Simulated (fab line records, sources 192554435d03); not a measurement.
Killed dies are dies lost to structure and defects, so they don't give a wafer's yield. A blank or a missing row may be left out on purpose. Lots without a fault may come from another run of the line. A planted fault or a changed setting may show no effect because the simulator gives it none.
Chamber matching | flow n5_finfet | N5_BEOL_M0_SAQP_ETCH_49 on rie_diel-02: 4 sister chambers
The step etches SiO2 in CF4/O2, target depth 37 nm. 8 wafers are shown with their chamber, then 12 later ones without.

WAFERS WITH THEIR CHAMBER
wafer  | chamber | showerhead_plenum_p_Torr (Torr) | drypump_motor_current_A (A)
L082.5 | 1       | 2.20                            | 5.8
L087.4 | 1       | 2.19                            | 5.8
L088.4 | 3       | 2.35                            | 5.6
L089.2 | 3       | 2.35                            | 5.6
L090.5 | 0       | 2.26                            | 5.0
L092.1 | 0       | 2.26                            | 5.1
L092.2 | 2       | 2.17                            | 6.5
L092.5 | 2       | 2.17                            | 6.5

WAFERS WITHOUT THEIR CHAMBER
wafer  | showerhead_plenum_p_Torr (Torr) | drypump_motor_current_A (A)
L093.3 | 2.26                            | 5.0
L093.4 | 2.19                            | 5.7
L093.6 | 2.17                            | 6.5
L095.1 | 2.26                            | 5.1
L095.4 | 2.26                            | 5.1
L095.6 | 2.19                            | 5.7
L096.3 | 2.18                            | 5.8
L096.5 | 2.34                            | 5.6
L096.6 | 2.25                            | 5.1
L097.1 | 2.25                            | 5.1
L097.2 | 2.34                            | 5.6
L097.5 | 2.18                            | 5.8

WHICH CHAMBER EACH WENT THROUGH
wafer  | from the rows above | in truth
L093.3 | 0                   | 0
L093.4 | 1                   | 1
L093.6 | 2                   | 2
L095.1 | 0                   | 0
L095.4 | 0                   | 0
L095.6 | 1                   | 1
L096.3 | 1                   | 1
L096.5 | 3                   | 3
L096.6 | 0                   | 0
L097.1 | 0                   | 0
L097.2 | 3                   | 3
L097.5 | 1                   | 1
Placed correctly: 12 of 12. Can't be placed from these rows: 0. Placed wrongly: 0.
How it was worked out, from the rows above alone: a wafer's distance from a chamber is the root of the sum, over the readings, of the square of ((its reading less the chamber's mean) divided by the reading's scatter). The wafer belongs to the nearest chamber; if the next one is less than 2 further off, it can't be placed. A chamber's mean is the mean of its shown wafers. The scatter: the root of (the sum of the squares of (reading less its chamber's mean) over the shown wafers, divided by (wafers less chambers)).
